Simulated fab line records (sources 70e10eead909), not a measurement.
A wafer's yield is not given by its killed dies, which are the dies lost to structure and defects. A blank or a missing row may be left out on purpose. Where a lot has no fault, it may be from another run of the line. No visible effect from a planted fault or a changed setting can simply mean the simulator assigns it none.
Check for tools in common	flow nand harc	Sampled: 10 lots, 30 wafers

## WHY THIS WAS OPENED
At NHARC_A_CHANNEL_HOLE_D1_CD_MEAS_30 the reading cd nm is flagged on 2 of 10 lots. Wafers without a fault read 89.8 nm, standard deviation 1.1.
Rule: a lot gets a flag if all its wafers with a number sit over 4 standard deviations from that mean, or if no wafer of it has a number. As for the other lots, they are considered sound.

lot	measured	on	cd nm (nm), wafer by wafer	flag
L318	day 8 15:05	cd sem-01	91.0 89.8 88.8	
L319	day 9 13:10	cd sem-01	88.8 89.4 89.5	
L327	day 12 20:56	cd sem-02	1.0 -0.1 -0.6	FLAGGED
L328	day 13 09:06	cd sem-02	1.2 2.1 -0.3	FLAGGED
L330	day 13 13:20	cd sem-01	90.8 90.0 89.5	
L336	day 16 14:28	cd sem-02	90.9 90.6 90.7	
L337	day 16 19:30	cd sem-03	91.0 90.1 92.3	
L338	day 17 03:40	cd sem-03	89.8 90.0 88.3	
L340	day 18 04:42	cd sem-02	88.8 87.8 89.3	
L341	day 18 13:01	cd sem-02	92.1 91.1 89.9	
Average over the flagged lots: 0.6 nm; offset from the usual -89.2 nm, equal to -81 standard deviations.

## EACH LOT AND THE TOOL IT RAN ON
Before the reading, the record contains 2 process steps out of a 1302-step route. In each cell: the tool, then ch and the chambers that the sampled wafers went through, then the start.
lot	flag	NHARC_A_CHANNEL_HOLE_D1_ETCH_34	NHARC_A_CHANNEL_HOLE_D1_ETCH_21
L318		rie diel-08 ch 1,2, day 8 10:11 or earlier	har etch-01 ch 0,1, day 8 10:11
L319		rie diel-09 ch 1,2,3, day 9 08:05 or earlier	har etch-01 ch 0,1, day 9 08:05
L327	FLAGGED	rie diel-09 ch 0,2,3, day 12 15:49 or earlier	har etch-01 ch 0,1, day 12 15:49
L328	FLAGGED	rie diel-09 ch 0,1,2, day 13 04:00 or earlier	har etch-01 ch 0, day 13 04:00
L330		rie diel-13 ch 2,3, day 13 08:14 or earlier	har etch-01 ch 0,1, day 13 08:14
L336		rie diel-09 ch 0,1, day 16 09:04 or earlier	har etch-01 ch 0,1, day 16 09:04
L337		rie diel-09 ch 0,1,2, day 16 14:15 or earlier	har etch-01 ch 0, day 16 14:15
L338		rie diel-09 ch 2,3, day 16 22:40 or earlier	har etch-01 ch 0,1, day 16 22:40
L340		rie diel-09 ch 0,1,3, day 17 18:28 or earlier	har etch-02 ch 0,1, day 17 18:28
L341		rie diel-09 ch 2,3, day 18 08:02 or earlier	har etch-02 ch 0,1, day 18 08:02
What is done by these steps:
- NHARC_A_CHANNEL_HOLE_D1_ETCH_34: etches the open film in CF4/CHF3, target depth 154 nm, time 77 s.
- NHARC_A_CHANNEL_HOLE_D1_ETCH_21: etches the open film in C4F8/O2/Ar, time 514.3 s, target depth 1600 nm.
- NHARC_A_CHANNEL_HOLE_D1_CD_MEAS_30

## FLAGGED OVER TOTAL, TOOL BY TOOL (the gauges that took the reading come last)
step	tool	lots run	flagged	share of the flagged lots	sound lots run after its first flagged lot
NHARC_A_CHANNEL_HOLE_D1_ETCH_34	rie diel-08	1	0	none	-
NHARC_A_CHANNEL_HOLE_D1_ETCH_34	rie diel-09	8	2	all	5 (L336,L337,L338,L340,L341)
NHARC_A_CHANNEL_HOLE_D1_ETCH_34	rie diel-13	1	0	none	-
NHARC_A_CHANNEL_HOLE_D1_ETCH_21	har etch-01	8	2	all	4 (L330,L336,L337,L338)
NHARC_A_CHANNEL_HOLE_D1_ETCH_21	har etch-02	2	0	none	-
NHARC_A_CHANNEL_HOLE_D1_CD_MEAS_30	cd sem-01	3	0	none	-
NHARC_A_CHANNEL_HOLE_D1_CD_MEAS_30	cd sem-02	5	2	all	3 (L336,L340,L341)
NHARC_A_CHANNEL_HOLE_D1_CD_MEAS_30	cd sem-03	2	0	none	-
NHARC_A_CHANNEL_HOLE_D1_ETCH_34 gives no start for some lots, so the hours and the order of its lots are those of NHARC_A_CHANNEL_HOLE_D1_ETCH_21.

## WHAT THE TABLE ALLOWS
In the table, 3 rows ran each flagged lot (rie diel-09 at NHARC_A_CHANNEL_HOLE_D1_ETCH_34; har etch-01 at NHARC_A_CHANNEL_HOLE_D1_ETCH_21; cd sem-02 at NHARC_A_CHANNEL_HOLE_D1_CD_MEAS_30).
- rie diel-09 at NHARC_A_CHANNEL_HOLE_D1_ETCH_34: 2 of its 8 lots flagged. Lots that were sound ran on it after the first flagged one (L336, L337, L338, L340, L341); a persistent fault on the entire tool would not allow that.
- har etch-01 at NHARC_A_CHANNEL_HOLE_D1_ETCH_21: 2 of its 8 lots flagged. Lots that were sound ran on it after the first flagged one (L330, L336, L337, L338); a persistent fault on the entire tool would not allow that. On the flagged lots its readings are blank where sound lots have values: c4f8 flow sccm, chamber pressure mTorr, drypump motor current A, mfc ar sccm and 4 more.
- cd sem-02 at NHARC_A_CHANNEL_HOLE_D1_CD_MEAS_30: 2 of its 5 lots flagged. Lots that were sound ran on it after the first flagged one (L336, L340, L341); a persistent fault on the entire tool would not allow that.
No row of the table ran every flagged lot and no sound lot after the first.

## WHAT THE SIMULATOR PUT IN
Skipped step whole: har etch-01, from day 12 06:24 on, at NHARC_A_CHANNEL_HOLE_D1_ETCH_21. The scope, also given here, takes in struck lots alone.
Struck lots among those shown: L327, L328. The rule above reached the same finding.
